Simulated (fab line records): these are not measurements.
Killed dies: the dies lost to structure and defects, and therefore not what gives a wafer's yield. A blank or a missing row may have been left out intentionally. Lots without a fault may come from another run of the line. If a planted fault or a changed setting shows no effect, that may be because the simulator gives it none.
Matching of chambers :: flow nand harc :: rie diel-09 running NHARC_A_CHANNEL_HOLE_D1_ETCH_38: 4 sister chambers
The step etches the open film in CF4, target depth 39 nm, time 65 s. 17 wafers are shown with their chamber, then 8 later ones without.

## WAFERS WITH THEIR CHAMBER
wafer: L298.2
chamber: 3
showerhead plenum p Torr (Torr): 1.67
drypump motor current A (A): 6.3
rf vpp V (V): 150.0

wafer: L298.3
chamber: 0
showerhead plenum p Torr (Torr): 1.71
drypump motor current A (A): 5.8
rf vpp V (V): 151.1

wafer: L298.4
chamber: 2
showerhead plenum p Torr (Torr): 1.84
drypump motor current A (A): 6.5
rf vpp V (V): 151.8

wafer: L297.4
chamber: 1
showerhead plenum p Torr (Torr): 1.84
drypump motor current A (A): 6.0
rf vpp V (V): 151.1

wafer: L297.5
chamber: 3
showerhead plenum p Torr (Torr): 1.67
drypump motor current A (A): 6.3
rf vpp V (V): 150.4

wafer: L297.6
chamber: 0
showerhead plenum p Torr (Torr): 1.71
drypump motor current A (A): 5.7
rf vpp V (V): 150.5

wafer: L301.1
chamber: 2
showerhead plenum p Torr (Torr): 1.84
drypump motor current A (A): 6.5
rf vpp V (V): 151.8

wafer: L301.4
chamber: 0
showerhead plenum p Torr (Torr): 1.71
drypump motor current A (A): 5.7
rf vpp V (V): 150.4

wafer: L301.6
chamber: 1
showerhead plenum p Torr (Torr): 1.84
drypump motor current A (A): 6.0
rf vpp V (V): 153.5

wafer: L302.1
chamber: 1
showerhead plenum p Torr (Torr): 1.84
drypump motor current A (A): 6.0
rf vpp V (V): 154.0

wafer: L302.4
chamber: 3
showerhead plenum p Torr (Torr): 1.67
drypump motor current A (A): 6.3
rf vpp V (V): 149.9

wafer: L302.5
chamber: 3
showerhead plenum p Torr (Torr): 1.67
drypump motor current A (A): 6.3
rf vpp V (V): 150.4

wafer: L304.3
chamber: 2
showerhead plenum p Torr (Torr): 1.84
drypump motor current A (A): 6.5
rf vpp V (V): 151.2

wafer: L304.4
chamber: 3
showerhead plenum p Torr (Torr): 1.67
drypump motor current A (A): 6.3
rf vpp V (V): 149.4

wafer: L304.6
chamber: 0
showerhead plenum p Torr (Torr): 1.71
drypump motor current A (A): 5.7
rf vpp V (V): 150.5

wafer: L306.2
chamber: 1
showerhead plenum p Torr (Torr): 1.84
drypump motor current A (A): 6.0
rf vpp V (V): 152.8

wafer: L306.5
chamber: 2
showerhead plenum p Torr (Torr): 1.83
drypump motor current A (A): 6.5
rf vpp V (V): 152.3

SIGNATURES, as means of the wafers listed above
reading: showerhead plenum p Torr
chamber 0: 1.7100
chamber 1: 1.8400
chamber 2: 1.8375
chamber 3: 1.6700
scatter within a chamber: 0.0024

reading: drypump motor current A
chamber 0: 5.725
chamber 1: 6.000
chamber 2: 6.500
chamber 3: 6.300
scatter within a chamber: 0.024

reading: rf vpp V
chamber 0: 150.625
chamber 1: 152.850
chamber 2: 151.775
chamber 3: 150.020
scatter within a chamber: 0.702
Rule: a wafer's distance from a chamber is the root of the sum, over the readings, of the square of ((its reading less the chamber's mean) divided by the reading's scatter). If the next closest chamber is less than 2 further off than the closest, the wafer can't be placed; otherwise it belongs to the closest. The scatter: the root of (the sum of the squares of (reading less its chamber's mean) over the shown wafers, divided by (wafers less chambers)).

## WAFERS MISSING THEIR CHAMBER
wafer: L306.6
showerhead plenum p Torr (Torr): 1.84
drypump motor current A (A): 6.0
rf vpp V (V): 151.7

wafer: L309.1
showerhead plenum p Torr (Torr): 1.71
drypump motor current A (A): 5.7
rf vpp V (V): 150.9

wafer: L309.4
showerhead plenum p Torr (Torr): 1.83
drypump motor current A (A): 6.5
rf vpp V (V): 151.3

wafer: L309.6
showerhead plenum p Torr (Torr): 1.67
drypump motor current A (A): 6.3
rf vpp V (V): 150.6

wafer: L318.6
showerhead plenum p Torr (Torr): 1.71
drypump motor current A (A): 5.7
rf vpp V (V): 151.6

wafer: L319.6
showerhead plenum p Torr (Torr): 1.84
drypump motor current A (A): 6.0
rf vpp V (V): 151.5

wafer: L320.1
showerhead plenum p Torr (Torr): 1.71
drypump motor current A (A): 5.7
rf vpp V (V): 151.2

wafer: L320.6
showerhead plenum p Torr (Torr): 1.83
drypump motor current A (A): 6.5
rf vpp V (V): 152.3

## EACH ONE'S CHAMBER
wafer: L306.6
from the rows above: 1
in truth: 1

wafer: L309.1
from the rows above: 0
in truth: 0

wafer: L309.4
from the rows above: 2
in truth: 2

wafer: L309.6
from the rows above: 3
in truth: 3

wafer: L318.6
from the rows above: 0
in truth: 0

wafer: L319.6
from the rows above: 1
in truth: 1

wafer: L320.1
from the rows above: 0
in truth: 0

wafer: L320.6
from the rows above: 2
in truth: 2
8 of 8 placed correctly. From these rows, 0 cannot be placed. Placed wrongly: 0.
